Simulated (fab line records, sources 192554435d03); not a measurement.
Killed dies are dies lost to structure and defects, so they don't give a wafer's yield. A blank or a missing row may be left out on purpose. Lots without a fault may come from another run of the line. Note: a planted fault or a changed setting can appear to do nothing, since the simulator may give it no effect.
Which tool is to blame? | flow n5 finfet | Sampling: 14 lots, 42 wafers, 4 of 1938 route steps

## WHAT EACH GAUGE READ, for each wafer
The record lacks any reading of a measuring or inspecting step that a usual standard deviation could be used to judge.

## WHAT TOOL EACH LOT RAN ON (gives the tool, then ch and the chambers of the sampled wafers, and finally the start)
lot  | N5_WELL_APT_EXPOSE_22            | N5_FIN_SAQP_PECVD_48           | N5_FIN_SAQP_ETCH_51               | N5_FIN_SAQP_ETCH_52
L490 | krf scanner-01 ch 0, day 1 15:11 | pecvd-02 ch 0,1,2, day 1 21:34 | rie diel-03 ch 0,1,2, day 1 22:20 | rie diel-03 ch 0,1,2, day 1 22:24
L492 | krf scanner-02 ch 0, day 2 02:38 | pecvd-02 ch 0,1, day 2 08:46   | rie diel-01 ch 0,2, day 2 09:40   | rie diel-01 ch 0,2, day 2 09:44
L493 | krf scanner-02 ch 0, day 2 08:58 | pecvd-04 ch 0,1, day 2 16:34   | rie diel-03 ch 2,3, day 2 17:14   | rie diel-03 ch 2,3, day 2 17:17
L495 | krf scanner-01, day 2 20:46      | -                              | -                                 | -
L496 | krf scanner-02, day 3 02:53      | -                              | -                                 | -
L503 | krf scanner-02 ch 0, day 4 21:05 | pecvd-04 ch 0,1, day 5 07:49   | rie diel-03 ch 0,2,3, day 5 08:37 | rie diel-03 ch 0,2,3, day 5 08:40
L504 | krf scanner-02 ch 0, day 5 02:46 | pecvd-03 ch 0,1,2, day 5 09:32 | rie diel-05 ch 0,2,3, day 5 10:44 | rie diel-05 ch 0,2,3, day 5 10:47
L506 | krf scanner-02 ch 0, day 5 14:46 | pecvd-03 ch 1,2, day 5 21:11   | rie diel-03 ch 0,1,2, day 5 21:56 | rie diel-03 ch 0,1,2, day 5 21:59
L507 | krf scanner-01 ch 0, day 5 20:40 | pecvd-03 ch 1,2, day 6 03:09   | rie diel-03 ch 0,1,3, day 6 03:46 | rie diel-03 ch 0,1,3, day 6 03:49
L508 | krf scanner-01 ch 0, day 6 02:47 | pecvd-03 ch 0,2, day 6 08:56   | rie diel-01 ch 0,1,2, day 6 09:38 | rie diel-01 ch 0,1,2, day 6 09:42
L509 | krf scanner-01 ch 0, day 6 09:02 | pecvd-04 ch 0,1,2, day 6 15:56 | rie diel-01 ch 0,1,3, day 6 16:59 | rie diel-01 ch 0,1,3, day 6 17:02
L510 | krf scanner-02 ch 0, day 6 15:33 | pecvd-04 ch 1,2, day 6 21:41   | rie diel-05 ch 0,1, day 6 22:29   | rie diel-05 ch 0,1, day 6 22:33
L511 | krf scanner-01 ch 0, day 6 21:01 | pecvd-02 ch 0,2, day 7 03:55   | rie diel-01 ch 0,3, day 7 04:57   | rie diel-01 ch 0,3, day 7 05:00
L513 | krf scanner-02 ch 0, day 7 09:36 | pecvd-02 ch 1,2, day 7 17:13   | rie diel-03 ch 0,2, day 7 18:31   | rie diel-03 ch 0,2, day 7 18:35
- N5_WELL_APT_EXPOSE_22: exposes mask PWELL, defocus 0 nm, target cd 200 nm.
- N5_FIN_SAQP_PECVD_48: deposits SiNx from SiH4/NH3/N2, target thk 25 nm, time 22.1 s.
- N5_FIN_SAQP_ETCH_51: etches SiARC in CF4, target depth 45.5 nm, time 75.8 s.
- N5_FIN_SAQP_ETCH_52: etches SOC in N2/H2, target depth 100 nm, overetch 20 nm, time 150 s.

## WHAT THE TOOLS THEMSELVES READ (means of the sampled wafers that have a number; where no wafer has one, the mark that the record gives instead)
N5_WELL_APT_EXPOSE_22.
lot  | tool           | exposure dose mJ cm2 | focus offset nm (nm) | stage vel mm s (mm/s)
L490 | krf scanner-01 | 23.177               | -0.3                 | 499.90
L492 | krf scanner-02 | 23.144               | -0.4                 | 500.15
L493 | krf scanner-02 | 23.164               | -0.1                 | 499.93
L495 | krf scanner-01 | -                    | -                    | -
L496 | krf scanner-02 | -                    | -                    | -
L503 | krf scanner-02 | 23.177               | 0.1                  | 499.72
L504 | krf scanner-02 | 23.162               | 0.2                  | 499.79
L506 | krf scanner-02 | 23.141               | -0.1                 | 499.77
L507 | krf scanner-01 | 23.202               | -0.1                 | 500.00
L508 | krf scanner-01 | 23.159               | 0.3                  | 499.89
L509 | krf scanner-01 | 23.212               | 0.0                  | 500.01
L510 | krf scanner-02 | 23.205               | 0.2                  | 500.03
L511 | krf scanner-01 | 23.193               | 0.3                  | 500.21
L513 | krf scanner-02 | 23.170               | 0.8                  | 499.65

N5_FIN_SAQP_PECVD_48.
lot  | tool     | heater power outer w (W) | heater power w (W) | showerhead plenum p Torr (Torr) | throttle valve pct (%)
L490 | pecvd-02 | 440                      | 745                | 5.21                            | 40.9
L492 | pecvd-02 | 403                      | 708                | 5.23                            | 42.8
L493 | pecvd-04 | 514                      | 833                | 5.15                            | 37.6
L503 | pecvd-04 | 509                      | 832                | 5.15                            | 37.7
L504 | pecvd-03 | 539                      | 897                | 5.10                            | 39.3
L506 | pecvd-03 | 487                      | 813                | 5.09                            | 39.3
L507 | pecvd-03 | 504                      | 815                | 5.10                            | 39.3
L508 | pecvd-03 | 526                      | 895                | 5.17                            | 38.1
L509 | pecvd-04 | 483                      | 783                | 5.13                            | 37.4
L510 | pecvd-04 | 474                      | 769                | 5.17                            | 37.5
L511 | pecvd-02 | 482                      | 771                | 5.20                            | 39.4
L513 | pecvd-02 | 454                      | 742                | 5.22                            | 40.1

N5_FIN_SAQP_ETCH_51.
lot  | tool        | drypump motor current A (A) | etch rf on time s (s) | oes product au (a.u.) | rf vpp V (V) | showerhead plenum p Torr (Torr) | throttle valve pct (%)
L490 | rie diel-03 | 5.5                         | 72.1                  | 0.66                  | 183.5        | 2.12                            | 15.75
L492 | rie diel-01 | 6.2                         | 76.2                  | 0.65                  | 184.2        | 2.20                            | 15.82
L493 | rie diel-03 | 5.7                         | 73.2                  | 0.72                  | 184.2        | 2.12                            | 15.50
L503 | rie diel-03 | 5.6                         | 73.0                  | 0.69                  | 184.7        | 2.16                            | 15.65
L504 | rie diel-05 | 5.6                         | 73.6                  | 0.71                  | 184.9        | 2.11                            | 15.84
L506 | rie diel-03 | 5.6                         | 74.3                  | 0.63                  | 183.3        | 2.11                            | 15.81
L507 | rie diel-03 | 5.5                         | 72.4                  | 0.67                  | 184.8        | 2.15                            | 15.75
L508 | rie diel-01 | 6.1                         | 75.4                  | 0.67                  | 185.3        | 2.20                            | 15.70
L509 | rie diel-01 | 5.7                         | 74.7                  | 0.66                  | 183.4        | 2.14                            | 15.63
L510 | rie diel-05 | 5.9                         | 75.2                  | 0.72                  | 184.0        | 2.18                            | 15.44
L511 | rie diel-01 | 5.5                         | 75.4                  | 0.61                  | 183.4        | 2.07                            | 15.79
L513 | rie diel-03 | 5.6                         | 75.2                  | 0.63                  | 183.7        | 2.11                            | 15.75

N5_FIN_SAQP_ETCH_52.
lot  | tool        | drypump motor current A (A) | oes product au (a.u.) | rf vpp V (V) | showerhead plenum p Torr (Torr) | throttle valve pct (%)
L490 | rie diel-03 | 5.5                         | 0.68                  | 522.6        | 2.50                            | 17.9
L492 | rie diel-01 | 6.2                         | 0.69                  | 525.1        | 2.59                            | 17.8
L493 | rie diel-03 | 5.7                         | 0.74                  | 522.5        | 2.51                            | 17.7
L503 | rie diel-03 | 5.6                         | 0.70                  | 524.4        | 2.56                            | 17.9
L504 | rie diel-05 | 5.6                         | 0.73                  | 522.9        | 2.51                            | 18.2
L506 | rie diel-03 | 5.5                         | 0.66                  | 522.6        | 2.49                            | 17.9
L507 | rie diel-03 | 5.5                         | 0.69                  | 524.8        | 2.54                            | 17.9
L508 | rie diel-01 | 6.1                         | 0.69                  | 526.0        | 2.60                            | 17.8
L509 | rie diel-01 | 5.7                         | 0.68                  | 524.4        | 2.54                            | 17.8
L510 | rie diel-05 | 5.8                         | 0.75                  | 524.4        | 2.55                            | 17.5
L511 | rie diel-01 | 5.5                         | 0.63                  | 521.4        | 2.44                            | 17.9
L513 | rie diel-03 | 5.6                         | 0.66                  | 523.1        | 2.50                            | 18.0

## THE ANSWER, worked out from the rows above alone
Rule: the lots themselves supply what counts as usual. Put in order of their means at a reading, lots are off if they are a third of the lots or fewer, leave a main group of 4 or more, and stand apart from it by a gap of 3 or more times the standard deviation of the main group's means; of several such gaps the widest counts. If all means in a main group match to the digits the tables above print for the reading, that group is not used. Also off: a lot with no number at a reading for which 4 or more lots have one. The other lots that the step has rows for count as sound. The gauges are gone through in route order, then the tools' own readings, and for those a lot's mean is taken as printed above. The first step at which some lot is off is used, and at that step the reading that is off furthest; a lot without a number counts as furthest.
Off: L495, L496 (N5_WELL_APT_EXPOSE_22, exposure dose mJ cm2). Without a number there: L495, L496. The main group has a mean of 23.175 with a standard deviation of 0.022.
A tool fits if, at that step or a process step before it, it ran every lot that is off, and no sound lot after the first of them. None of those tried fits.

## WHAT WAS PUT IN BY THE SIMULATOR
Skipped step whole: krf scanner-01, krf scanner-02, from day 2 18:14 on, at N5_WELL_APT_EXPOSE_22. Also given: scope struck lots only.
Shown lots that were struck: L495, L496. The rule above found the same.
